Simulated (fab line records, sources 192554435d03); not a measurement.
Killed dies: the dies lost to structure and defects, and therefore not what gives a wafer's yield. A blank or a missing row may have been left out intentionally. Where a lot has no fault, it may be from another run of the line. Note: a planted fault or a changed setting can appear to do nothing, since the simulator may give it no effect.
fab line records	flow n5_finfet
[record] lots = 7	wafers = 18	last_day = 17
route steps=1938 shown BEOL_M2@847 BEOL_M4@1111 PASSIVATION@1936
lots untouched by any fault: they come from a run of this same line in which no faults occurred
start_h: start of the lot's first displayed wafer, in hours after the record's first day	wait_h: time in hours since the lot's previous step	" as in the row above	L1.1+2: a row that stands for several wafers	- no value present, or no start provided	* or withheld: withheld	< > ~ a bound
route shown NAME@n: NAME is a module with steps in the file, n the number in the route of the first one	usual: average and standard deviation across the fault-free wafers	same: alike in all rows	chamber/n: place in a boat	sites: per-site readings	_std_site: the values' standard deviation	_edge_site: mean of outer sites minus mean of inner sites	radius_mm: how far each site lies from the wafer's centre	mask NAME#n: copy n	behind: tool/chamber where the wafer was last shaped	hold: the reason the lot was held/the length of the hold in hours/how it ended	device: transistor that didn't switch, given as n, p or np	end of line: tests of these same wafers at the route's end	a step without rows: its recipe alone	killed: dies that structure and defects cost at the first sort, which is not the same as the wafer's yield	map: dies across one wafer; x = killed, . = not, _ = none there
set.NAME: the setting as run; set.NAME@STEP: as run at that earlier step	model.NAME: the simulator's own value behind a step, which no gauge read
lots at some steps of the route; a table a step, a row a wafer
services: from which hour (start_h, from the record's first day; less than 0 if before it) a tool's chamber was out of use, for how many hours, and why
[[steps]]
[step N5_BEOL_M2_COAT_73]
[recipe] resist = underlayer	temp_c = 205	time_s = 60	spin_rpm = 1500	resist_thk_nm = 5
[step N5_BEOL_M2_COAT_05]
[recipe] resist = CAR-EUV	spin_rpm = 1500	resist_thk_nm = 30
[step N5_BEOL_M2_EBR_07]
[recipe] solvent = PGMEA	ebr_width_mm = 1.5
[step N5_BEOL_M2_SOFTBAKE_06]
[recipe] temp_c = 110	time_s = 60	resist = CAR-EUV
[step N5_BEOL_M2_EXPOSE_08]
[recipe] mask_id = M2	na = 0.33	source_shape = dipole	sigma_inner = 0.369	sigma_outer = 0.767	polarization = unpolarized	dose_mj = 41.25
[step N5_BEOL_M2_PEB_09]
[recipe] peb_temp_c = 100	peb_time_s = 60	resist = CAR-EUV
[step N5_BEOL_M2_DEVELOP_10]
[recipe] develop_time_s = 30	developer = TMAH	resist = CAR-EUV	rinse_liquid = surfactant_rinse	dry = air_spin	dev_temp_c = 23
[step N5_BEOL_M2_CD_MEAS_11]
[recipe] target_cd_nm = 16.79	landing_energy_ev = 500	detector = se_inlens	polarity = opening
[usual] cd_nm = 16.89/0.27
lot.wafer	tool	chamber	start_h	wait_h	cd_nm
L516.1	cd_sem-02	0	155.74	-	16.76
L516.2	"	0	"	"	16.38
L516.5	"	0	"	"	16.95
L522.2	cd_sem-02	0	188.58	-	17.39
L522.4	"	0	"	"	16.47
L522.6	"	0	"	"	16.97
L527.4	cd_sem-03	0	211.84	-	16.94
L527.5	"	0	"	"	16.27
L525.2	cd_sem-03	0	215.38	-	17.31
L525.4	"	0	"	"	17.07
L526.2	cd_sem-01	0	217.59	-	16.93
L526.6	"	0	"	"	16.48
L533.3	cd_sem-02	0	251.74	-	16.77
L533.5	"	0	"	"	16.88
L533.6	"	0	"	"	16.92
L535.4	cd_sem-01	0	269.12	-	17.12
L535.5	"	0	"	"	16.89
L535.6	"	0	"	"	16.84
[step N5_BEOL_M2_OVL_MEAS_12]
[recipe] points_per_wafer = 522
[usual] M2_OVL = 0.2/0.62
lot.wafer	tool	chamber	start_h	wait_h	M2_OVL[nm]
L516.1	overlay-02	0	155.77	0.0	0.8
L516.2	"	0	"	"	0.3
L516.5	"	0	"	"	0.8
L522.2	overlay-02	0	188.62	0.0	-0.7
L522.4	"	0	"	"	0.7
L522.6	"	0	"	"	-0.2
L527.4	overlay-02	0	211.89	0.0	0.7
L527.5	"	0	"	"	0.9
L525.2	overlay-02	0	215.42	0.0	-0.9
L525.4	"	0	"	"	-0.5
L526.2	overlay-01	0	217.63	0.0	-0.5
L526.6	"	0	"	"	-0.2
L533.3	overlay-02	0	251.78	0.0	0.2
L533.5	"	0	"	"	-0.7
L533.6	"	0	"	"	-0.7
L535.4	overlay-02	0	269.17	0.0	0.2
L535.5	"	0	"	"	-0.6
L535.6	"	0	"	"	0.0
[step N5_BEOL_M2_INSPECT_13]
[recipe] mode = adi	inspect_instrument = brightfield
[usual] raw_defect_count = 406/91
lot.wafer	tool	chamber	start_h	wait_h	raw_defect_count
L516.1	defect_inspect-01	-	155.83	0.1	380
L516.2	"	-	"	"	354
L516.5	"	-	"	"	312
L522.2	defect_inspect-01	-	188.67	0.0	355
L522.4	"	-	"	"	400
L522.6	"	-	"	"	277
L527.4	defect_inspect-01	-	211.93	0.0	418
L527.5	"	-	"	"	452
L525.2	defect_inspect-01	-	215.47	0.0	409
L525.4	"	-	"	"	539
L526.2	defect_inspect-02	-	217.68	0.0	329
L526.6	"	-	"	"	372
L533.3	defect_inspect-02	-	251.83	0.0	524
L533.5	"	-	"	"	631
L533.6	"	-	"	"	372
L535.4	defect_inspect-01	-	269.21	0.0	306
L535.5	"	-	"	"	399
L535.6	"	-	"	"	394
[step N5_BEOL_M2_DESCUM_16]
[recipe] chemistry = O2	time_s = 7	source_power_w = 50	bias_power_w = 20	pressure_mtorr = 20	rf_frequency_hz = 2.712e+07	temp_c = 40	resist = CAR-EUV	o2_flow_sccm = 225
[usual] bias_power_w = 20.01/0.057	chamber_pressure_mTorr = 20.001/0.018	drypump_motor_current_A = 5.7/0.32	oes_product_au = 0.79/0.083	rf_vpp_V = 243.4/1.2	showerhead_plenum_p_Torr = 2.10/0.055	throttle_valve_pct = 20.35/0.28
lot.wafer	tool	chamber	start_h	wait_h	bias_power_w	chamber_pressure_mTorr	drypump_motor_current_A	oes_product_au	rf_hours_counter_h	rf_vpp_V	showerhead_plenum_p_Torr	throttle_valve_pct
L516.1	rie_diel-04	2	155.87	0.0	20.05	20.019	5.5	0.71	188	244.2	2.13	19.93
L516.2	"	1	"	"	19.94	19.971	5.4	0.69	207	243.1	2.08	20.36
L516.5	"	0	"	"	19.97	19.997	6.2	0.89	-	244.2	2.14	20.18
L522.2	rie_diel-06	2	188.92	0.2	20.07	20.007	5.7	0.83	89	244.8	2.10	20.50
L522.4	"	2	"	"	20.13	19.981	5.7	0.83	-	242.2	2.10	20.50
L522.6	"	0	"	"	19.94	19.970	5.5	0.84	-	242.6	2.01	19.79
L527.4	rie_diel-04	3	211.98	0.0	20.04	20.003	6.1	0.79	-	240.6	2.03	20.28
L527.5	"	2	"	"	20.06	19.988	5.5	0.70	-	242.6	2.12	19.96
L525.2	rie_diel-04	2	215.50	0.0	19.95	20.026	5.5	0.69	207	244.0	2.12	19.98
L525.4	"	3	"	"	20.06	20.009	6.2	0.78	92	241.0	2.03	20.29
L526.2	rie_diel-04	0	217.72	0.0	19.99	20.029	6.2	0.86	57	243.5	2.13	20.23
L526.6	"	3	"	"	20.08	20.006	6.1	0.78	-	242.4	2.03	20.28
L533.3	rie_diel-06	1	251.86	0.0	19.98	20.028	5.9	0.98	6	244.0	2.12	20.14
L533.5	"	3	"	"	20.02	19.978	6.1	0.79	-	242.3	2.10	20.28
L533.6	"	2	"	"	19.93	19.991	5.7	0.80	-	243.2	2.09	20.54
L535.4	rie_diel-01	2	269.34	0.1	19.96	19.992	5.9	0.92	20	245.0	2.21	20.53
L535.5	"	2	"	"	20.06	20.012	5.9	0.91	-	245.8	2.21	20.52
L535.6	"	1	"	"	19.98	19.995	5.5	0.71	-	242.9	2.16	20.93
[step N5_BEOL_M2_ETCH_74]
[recipe] chemistry = N2/H2	target = underlayer	target_depth_a = 65	mask_material = CAR-EUV	time_s = 5.2	ion_energy_ev = 200	pressure_mtorr = 30	source_w = 840	bias_w = 150	n2_flow_sccm = 200	h2_flow_sccm = 200	ends = cleared
[usual] chamber_pressure_mTorr = 30.01/0.041	drypump_motor_current_A = 5.7/0.32	etch_rf_on_time_s = 5.15/0.21	oes_product_au = 0.68/0.071	rf_vpp_V = 524.6/2.2	showerhead_plenum_p_Torr = 2.57/0.075	throttle_valve_pct = 17.82/0.24
lot.wafer	tool	chamber	start_h	wait_h	chamber_pressure_mTorr	drypump_motor_current_A	etch_rf_on_time_s	oes_product_au	rf_hours_counter_h	rf_vpp_V	showerhead_plenum_p_Torr	throttle_valve_pct
L516.1	rie_diel-04	2	155.90	0.0	30.04	5.5	4.92	0.62	188	526.1	2.64	17.65
L516.2	"	1	"	"	29.95	5.4	5.37	0.59	207	523.6	2.51	17.61
L516.5	"	0	"	"	30.00	6.2	4.97	0.76	-	524.5	2.60	17.68
L522.2	rie_diel-06	2	188.96	0.0	30.00	5.7	4.84	0.73	89	526.5	2.55	17.88
L522.4	"	2	"	"	30.00	5.7	4.83	0.73	-	525.0	2.55	17.87
L522.6	"	0	"	"	30.02	5.6	5.33	0.70	-	523.6	2.51	17.71
L527.4	rie_diel-04	3	212.01	0.0	29.95	6.2	5.22	0.67	-	519.7	2.44	17.57
L527.5	"	2	"	"	30.00	5.5	4.94	0.61	-	524.8	2.63	17.69
L525.2	rie_diel-04	2	215.54	0.0	30.01	5.5	4.97	0.61	207	525.3	2.63	17.70
L525.4	"	3	"	"	29.98	6.1	5.21	0.66	92	521.5	2.44	17.58
L526.2	rie_diel-04	0	217.75	0.0	30.01	6.2	4.84	0.75	57	524.3	2.59	17.71
L526.6	"	3	"	"	30.05	6.1	5.17	0.67	-	522.1	2.44	17.60
L533.3	rie_diel-06	1	251.89	0.0	30.03	5.9	4.80	0.87	6	525.1	2.59	17.59
L533.5	"	3	"	"	30.00	6.0	5.20	0.67	-	526.2	2.55	17.68
L533.6	"	2	"	"	30.00	5.7	4.77	0.71	-	522.9	2.54	17.92
L535.4	rie_diel-01	2	269.38	0.0	29.98	5.9	5.39	0.78	20	528.6	2.71	18.00
L535.5	"	2	"	"	29.97	5.8	5.47	0.77	-	529.2	2.71	17.98
L535.6	"	1	"	"	30.06	5.6	5.33	0.59	-	527.1	2.63	18.45
[step N5_BEOL_M2_ETCH_63]
[recipe] chemistry = CF4	target = SiARC	target_depth_a = 156	mask_material = CAR-EUV	time_s = 26	ion_energy_ev = 80	pressure_mtorr = 40	source_w = 545	bias_w = 36	Ar_flow_sccm = 100	cf4_flow_sccm = 100	ends = cleared
[usual] chamber_pressure_mTorr = 40.00/0.04	drypump_motor_current_A = 5.7/0.32	etch_rf_on_time_s = 25.8/1	oes_product_au = 0.68/0.071	rf_vpp_V = 184.4/1.1	showerhead_plenum_p_Torr = 2.16/0.057	throttle_valve_pct = 15.57/0.24
lot.wafer	tool	chamber	start_h	wait_h	chamber_pressure_mTorr	drypump_motor_current_A	etch_rf_on_time_s	oes_product_au	rf_hours_counter_h	rf_vpp_V	showerhead_plenum_p_Torr	throttle_valve_pct
L516.1	rie_diel-04	2	155.92	0.0	39.96	5.5	24.5	0.63	188	184.1	2.21	15.45
L516.2	"	1	"	"	39.92	5.4	26.6	0.60	207	182.1	2.13	15.60
L516.5	"	0	"	"	40.03	6.3	25.0	0.77	-	183.7	2.18	15.24
L522.2	rie_diel-06	2	188.97	0.0	39.95	5.6	24.4	0.73	89	183.3	2.18	15.81
L522.4	"	2	"	"	39.99	5.6	24.4	0.72	-	184.4	2.18	15.81
L522.6	"	0	"	"	40.02	5.5	27.0	0.70	-	183.7	2.09	15.19
L527.4	rie_diel-04	3	212.03	0.0	40.04	6.2	26.5	0.66	-	184.6	2.07	15.40
L527.5	"	2	"	"	39.92	5.5	39.5	0.48	-	184.9	2.21	15.46
L525.2	rie_diel-04	2	215.55	0.0	39.96	5.5	39.4	0.49	207	183.3	2.21	15.48
L525.4	"	3	"	"	40.06	6.1	26.6	0.66	92	184.7	2.07	15.40
L526.2	rie_diel-04	0	217.77	0.0	40.00	6.2	40.0	0.58	57	184.2	2.17	15.29
L526.6	"	3	"	"	40.01	6.1	26.3	0.66	-	183.3	2.07	15.39
L533.3	rie_diel-06	1	251.91	0.0	39.96	5.9	23.8	0.85	6	185.9	2.20	15.47
L533.5	"	3	"	"	40.03	6.0	25.9	0.68	-	185.4	2.15	15.47
L533.6	"	2	"	"	40.03	5.6	24.8	0.69	-	184.5	2.17	15.86
L535.4	rie_diel-01	2	269.39	0.0	40.06	5.9	26.8	0.77	20	186.6	2.29	15.76
L535.5	"	2	"	"	40.04	5.8	26.9	0.77	-	186.2	2.29	15.76
L535.6	"	1	"	"	39.94	5.5	26.2	0.60	-	182.8	2.20	16.02
[step N5_BEOL_M2_ETCH_64]
[recipe] chemistry = N2/H2	target = SOC	target_depth_a = 750	overetch_a = 225	mask_material = SiARC	temp_c = 40	time_s = 121.9	ion_energy_ev = 200	pressure_mtorr = 30	source_w = 840	bias_w = 150	n2_flow_sccm = 200	h2_flow_sccm = 200
[usual] chamber_pressure_mTorr = 30.00/0.03	drypump_motor_current_A = 5.7/0.33	oes_product_au = 0.60/0.058	rf_vpp_V = 524.4/2.1	showerhead_plenum_p_Torr = 2.57/0.075	throttle_valve_pct = 17.78/0.24
lot.wafer	tool	chamber	start_h	wait_h	chamber_pressure_mTorr	drypump_motor_current_A	oes_product_au	rf_hours_counter_h	rf_vpp_V	showerhead_plenum_p_Torr	throttle_valve_pct
L516.1	rie_diel-04	2	155.95	0.0	30.03	5.5	0.54	188	527.0	2.64	17.63
L516.2	"	1	"	"	30.04	5.4	0.54	207	523.6	2.51	17.60
L516.5	"	0	"	"	30.01	6.2	0.68	-	525.4	2.60	17.62
L522.2	rie_diel-06	2	189.00	0.0	29.99	5.6	0.62	89	524.7	2.55	17.81
L522.4	"	2	"	"	29.98	5.7	0.62	-	524.1	2.55	17.82
L522.6	"	0	"	"	30.00	5.5	0.63	-	521.3	2.51	17.68
L527.4	rie_diel-04	3	212.10	0.1	30.00	6.2	0.60	-	522.0	2.44	17.55
L527.5	"	2	"	"	30.03	5.5	0.53	-	526.1	2.63	17.65
L525.2	rie_diel-04	2	215.58	0.0	30.02	5.5	0.53	207	526.3	2.63	17.66
L525.4	"	3	"	"	29.97	6.1	0.60	92	520.7	2.44	17.55
L526.2	rie_diel-04	0	217.80	0.0	30.00	6.2	0.64	57	525.3	2.59	17.65
L526.6	"	3	"	"	30.00	6.2	0.60	-	522.0	2.44	17.55
L533.3	rie_diel-06	1	251.94	0.0	30.02	5.9	0.72	6	525.8	2.59	17.54
L533.5	"	3	"	"	30.05	6.1	0.61	-	523.8	2.55	17.65
L533.6	"	2	"	"	29.97	5.7	0.60	-	525.4	2.54	17.87
L535.4	rie_diel-01	2	269.42	0.0	29.93	5.9	0.69	20	528.1	2.71	17.96
L535.5	"	2	"	"	29.96	5.8	0.70	-	528.0	2.71	17.96
L535.6	"	1	"	"	29.99	5.5	0.54	-	523.9	2.63	18.39
[step N5_BEOL_M4_RC_MEAS_101]
[usual] DIBL_N = 36.0/2.2	DIBL_P = 35.9/2.6	IOFF_N = 0.16/0.038	IOFF_P = 0.21/0.042	ION_N = 675/15	ION_P = 463/10	SS_N = 71.5/0.62	SS_P = 73.2/0.76	VT_N = 250/4.1	VT_P = -251/3.6
lot.wafer	tool	chamber	start_h	wait_h	DIBL_N[mV/V]	DIBL_P[mV/V]	IOFF_N[nA/um]	IOFF_P[nA/um]	ION_N[uA/um]	ION_P[uA/um]	SS_N[mV/dec]	SS_P[mV/dec]	VT_N[mV]	VT_P[mV]
L516.1	prober-02	0	194.10	0.0	33.9	33.8	0.12	0.14	668	453	71.6	72.6	255	-257
L516.2	"	0	"	"	33.6	33.6	0.12	0.15	665	455	71.1	73.0	252	-255
L516.5	"	0	"	"	33.2	33.9	0.11	0.14	657	457	71.0	72.8	254	-258
L522.2	prober-02	0	216.01	0.2	37.0	34.9	0.14	0.16	671	449	71.9	73.1	254	-257
L522.4	"	0	"	"	36.9	36.5	0.16	0.19	683	458	72.4	73.1	252	-256
L522.6	"	0	"	"	34.9	33.9	0.11	0.15	661	445	71.1	73.0	256	-257
L525.2	prober-01	0	247.44	0.2	35.2	36.6	0.15	0.20	673	460	71.2	72.6	249	-249
L525.4	"	0	"	"	36.3	36.2	0.14	0.19	647	444	72.0	72.4	253	-251
L527.4	prober-02	0	247.78	0.5	37.0	36.6	0.16	0.25	671	471	71.9	73.8	247	-248
L527.5	"	0	"	"	35.4	33.0	0.13	0.17	663	461	70.8	72.3	254	-252
L526.2	prober-02	0	253.82	0.2	37.5	36.4	0.17	0.21	690	475	71.8	73.3	250	-251
L526.6	"	0	"	"	37.3	36.6	0.17	0.21	687	467	71.5	73.7	249	-247
L533.3	prober-02	0	293.88	0.3	35.8	36.7	0.17	0.21	692	470	71.0	73.0	248	-250
L533.5	"	0	"	"	35.7	36.8	0.16	0.21	664	456	71.4	73.1	251	-251
L533.6	"	0	"	"	39.5	40.8	0.26	0.29	706	482	72.5	75.1	245	-244
L535.4	prober-01	0	306.72	0.5	37.9	38.4	0.21	0.23	669	453	72.2	73.3	249	-252
L535.5	"	0	"	"	36.3	37.6	0.18	0.21	688	463	72.1	73.5	246	-251
L535.6	"	0	"	"	37.7	40.2	0.20	0.26	677	461	72.3	74.5	246	-250
[step N5_PASSIVATION_PROBE_49]
[usual] defect_limited_yield = 91.4/1.6	killed_at_M0_to_M3 = 35/10	killed_at_M4_up = 12/4.7	killed_at_contacts = 12/5.8	killed_at_front_end = 38/12	killed_at_other = 4/3.2	killed_dies = 102/18	killed_on_rim = 13/4.2	killed_open = 68/14	killed_short = 32/8	sort_bin_5_function = 5.1/0.96	sort_bin_6_memory = 3.2/0.77	sort_n_pass = 1078/20	sort_yield_pct = 91.3/1.7
[same] gross_dies = 1180	killed_at_back_side = 0	sort_bin_4_leakage[%] = 0	sort_bin_8_speed[%] = 0
lot.wafer	tool	chamber	start_h	wait_h	defect_limited_yield[%]	killed_at_M0_to_M3	killed_at_M4_up	killed_at_contacts	killed_at_front_end	killed_at_other	killed_dies	killed_on_rim	killed_open	killed_short	sort_bin_5_function[%]	sort_bin_6_memory[%]	sort_n_pass	sort_yield_pct[%]
L516.1	prober-02	-	298.76	0.0	91.2	35	8	27	33	1	104	18	70	32	4.6	3.7	1076	91.2
L516.2	prober-02	-	298.81	0.1	90.3	40	18	7	47	2	114	18	71	42	6.3	3.4	1066	90.3
L516.5	prober-02	-	298.96	0.2	89.7	44	23	18	36	0	121	12	92	26	6.2	3.9	1059	89.7
L522.2	prober-01	-	325.68	0.1	92.1	36	19	3	34	1	93	19	64	29	4.7	3.1	1087	92.1
L522.4	prober-01	-	325.78	0.2	91.7	40	14	2	36	6	98	8	69	27	5.0	3.0	1082	91.7
L522.6	prober-01	-	325.88	0.3	93.3	20	16	12	28	3	79	9	53	26	4.2	2.5	1101	93.3
L525.2	prober-02	-	358.40	0.1	90.9	56	15	9	21	6	107	20	70	34	5.0	3.4	1073	90.9
L525.4	prober-02	-	358.50	0.2	91.2	39	9	10	43	3	104	10	71	33	6.0	2.5	1076	91.2
L527.4	prober-02	-	359.73	1.1	89.4	33	18	25	45	4	125	21	91	34	5.4	4.7	1055	89.4
L527.5	prober-02	-	359.78	1.1	90.0	43	11	17	42	5	118	20	94	24	5.5	4.2	1062	90.0
L526.2	prober-01	-	359.80	0.5	91.0	41	17	6	40	2	106	10	73	33	5.9	2.8	1074	91.0
L526.6	prober-01	-	360.00	0.7	91.4	37	11	10	37	6	101	11	69	32	5.1	3.3	1079	91.4
L535.4	prober-01	-	408.55	0.2	91.9	19	15	12	43	7	96	10	57	34	4.2	3.3	1084	91.9
L535.5	prober-01	-	408.60	0.2	91.9	35	14	13	30	3	95	7	59	36	4.8	2.4	1085	91.9
L535.6	prober-01	-	408.65	0.3	93.8	19	17	11	24	2	73	11	52	21	3.8	2.2	1107	93.8
// killed by level:class
L516.1 MOL_CONTACT_COAG:geometric_particle:open=21 BEOL_M1:geometric_particle:open=14 MOL_CONTACT_COAG:geometric_particle:short=6 BEOL_M3:geometric_particle:short=6 FIN_SAQP:geometric_particle:open=5 STI_FIN_REVEAL:geometric_particle:open=4 BEOL_M3:geometric_particle:open=4 STARTING-WAFER:geometric_particle:open=4
L516.2 BEOL_M1:geometric_particle:open=18 FIN_SAQP:geometric_particle:short=13 STI_FIN_REVEAL:geometric_particle:open=9 BEOL_M4:geometric_particle:open=8 FIN_SAQP:geometric_particle:open=7 GATE_CUT:geometric_particle:short=6 MOL_CONTACT_COAG:geometric_particle:open=5 BEOL_M0_SAQP:geometric_particle:short=5
L516.5 BEOL_M1:geometric_particle:open=21 FIN_SAQP:geometric_particle:open=15 MOL_CONTACT_COAG:geometric_particle:open=14 BEOL_M4:geometric_particle:open=14 BEOL_M2:geometric_particle:open=6 BEOL_M0_SAQP:geometric_particle:open=5 FIN_SAQP:geometric_particle:short=4 STI_FIN_REVEAL:geometric_particle:open=4
L522.2 BEOL_M2:geometric_particle:open=14 STI_FIN_REVEAL:geometric_particle:open=8 GATE_CUT:geometric_particle:short=6 STARTING-WAFER:geometric_particle:open=6 BEOL_M0:geometric_particle:open=5 BEOL_M1:geometric_particle:open=5 BEOL_M2:geometric_particle:short=5 BEOL_M4:geometric_particle:open=5
L522.4 BEOL_M3:geometric_particle:open=10 BEOL_M2:geometric_particle:open=9 FIN_SAQP:geometric_particle:open=7 STI_FIN_REVEAL:geometric_particle:open=7 BEOL_M0_SAQP:geometric_particle:open=6 ILD0:geometric_particle:short=5 BEOL_M0:geometric_particle:open=5 BEOL_M2:geometric_particle:short=4
L522.6 MOL_CONTACT_COAG:geometric_particle:open=9 BEOL_M4:geometric_particle:open=7 BEOL_M0_SAQP:geometric_particle:short=5 BEOL_M2:geometric_particle:open=5 BEOL_M6:geometric_particle:open=5 FIN_SAQP:geometric_particle:short=4 ILD0:geometric_particle:short=4 GATE_CUT:geometric_particle:short=4
L525.2 BEOL_M2:geometric_particle:open=16 MOL_CONTACT_COAG:geometric_particle:open=8 BEOL_M3:geometric_particle:short=8 BEOL_M0_SAQP:geometric_particle:open=7 BEOL_M3:geometric_particle:open=7 BEOL_M4:geometric_particle:open=7 STI_FIN_REVEAL:geometric_particle:open=6 BEOL_M0_SAQP:geometric_particle:short=6
L525.4 FIN_SAQP:geometric_particle:open=13 BEOL_M2:geometric_particle:open=12 MOL_CONTACT_COAG:geometric_particle:open=10 BEOL_M0_SAQP:geometric_particle:open=10 BEOL_M0_SAQP:geometric_particle:short=9 FIN_SAQP:geometric_particle:short=6 STARTING-WAFER:geometric_particle:open=5 STARTING-WAFER:geometric_particle:short=3
L527.4 MOL_CONTACT_COAG:geometric_particle:open=21 FIN_SAQP:geometric_particle:open=14 BEOL_M2:geometric_particle:open=13 STI_FIN_REVEAL:geometric_particle:open=8 FIN_SAQP:geometric_particle:short=7 BEOL_M4:geometric_particle:open=6 BEOL_M1:geometric_particle:open=5 MOL_CONTACT_COAG:geometric_particle:short=4
L527.5 MOL_CONTACT_COAG:geometric_particle:open=15 FIN_SAQP:geometric_particle:open=14 BEOL_M1:geometric_particle:open=14 BEOL_M2:geometric_particle:open=14 DUMMY_GATE:geometric_particle:open=8 STI_FIN_REVEAL:geometric_particle:open=5 BEOL_M4:geometric_particle:open=5 BEOL_M0_SAQP:geometric_particle:open=4
L526.2 FIN_SAQP:geometric_particle:open=15 BEOL_M0_SAQP:geometric_particle:short=15 BEOL_M4:geometric_particle:open=12 BEOL_M0_SAQP:geometric_particle:open=10 STARTING-WAFER:geometric_particle:open=6 BEOL_M1:geometric_particle:open=6 FIN_SAQP:geometric_particle:short=5 STI_FIN_REVEAL:geometric_particle:open=5
L526.6 STI_FIN_REVEAL:geometric_particle:open=14 BEOL_M0_SAQP:geometric_particle:open=10 MOL_CONTACT_COAG:geometric_particle:open=7 BEOL_M0_SAQP:geometric_particle:short=7 DUMMY_GATE:geometric_particle:open=5 BEOL_M1:geometric_particle:open=5 BEOL_M3:geometric_particle:open=5 BEOL_M5:geometric_particle:open=5
L535.4 FIN_SAQP:geometric_particle:short=15 MOL_CONTACT_COAG:geometric_particle:open=9 BEOL_M3:geometric_particle:open=9 FIN_SAQP:geometric_particle:open=8 BEOL_M4:geometric_particle:open=7 BEOL_M5:geometric_particle:open=5 HKMG_FIN:area_etch=5 BEOL_M1:geometric_particle:open=4
L535.5 BEOL_M2:geometric_particle:open=15 MOL_CONTACT_COAG:geometric_particle:open=10 GATE_CUT:geometric_particle:short=6 BEOL_M3:geometric_particle:open=6 BEOL_M4:geometric_particle:open=6 STARTING-WAFER:geometric_particle:short=5 FIN_SAQP:geometric_particle:short=4 BEOL_M1:geometric_particle:open=4
L535.6 MOL_CONTACT_COAG:geometric_particle:open=8 FIN_SAQP:geometric_particle:open=7 BEOL_M4:geometric_particle:open=7 STI_FIN_REVEAL:geometric_particle:open=6 BEOL_M1:geometric_particle:open=6 FIN_SAQP:geometric_particle:short=4 BEOL_M2:geometric_particle:open=4 MOL_CONTACT_COAG:geometric_particle:short=3
[[services]]
tool	chamber	start_h	hours	kind
rie_diel-06	0	155.65	13.1	repair
rie_diel-01	1	173.91	5.0	repair
rie_diel-06	1	187.11	16.2	repair
rie_diel-01	2	201.16	-	clean
rie_diel-01	2	201.16	-	consumable_replace:focus_ring
rie_diel-01	2	201.16	-	consumable_replace:showerhead
rie_diel-01	2	201.16	13.0	scheduled_down
rie_diel-01	2	201.16	13.0	vent_cycle
rie_diel-04	1	204.77	9.1	repair
rie_diel-06	3	242.09	1.5	repair
rie_diel-06	0	242.48	1.3	repair
[[key]]
[first_sign] step = N5_BEOL_M2_ETCH_63	reading = etch_rf_on_time_s	direction = up	sigmas = 14	usual = *	struck = *
[effect] step = N5_BEOL_M2_ETCH_63	reading = oes_product_au	direction = down	sigmas = 2.3	usual = 0.68	struck = 0.52	wafers_moved = 2
met_at N5_BEOL_M2_ETCH_63
struck_wafers L525.2,L526.2,L527.5
onset_between 155.92 212.03
[fault] kind = process_parameter_drift	tool = rie_diel-04	chamber = -	onset_h = 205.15	steps = N5_BEOL_M2_ETCH_63	channel = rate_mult	offset = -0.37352	shape = step	end_h = 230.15	scope = struck_wafers_only
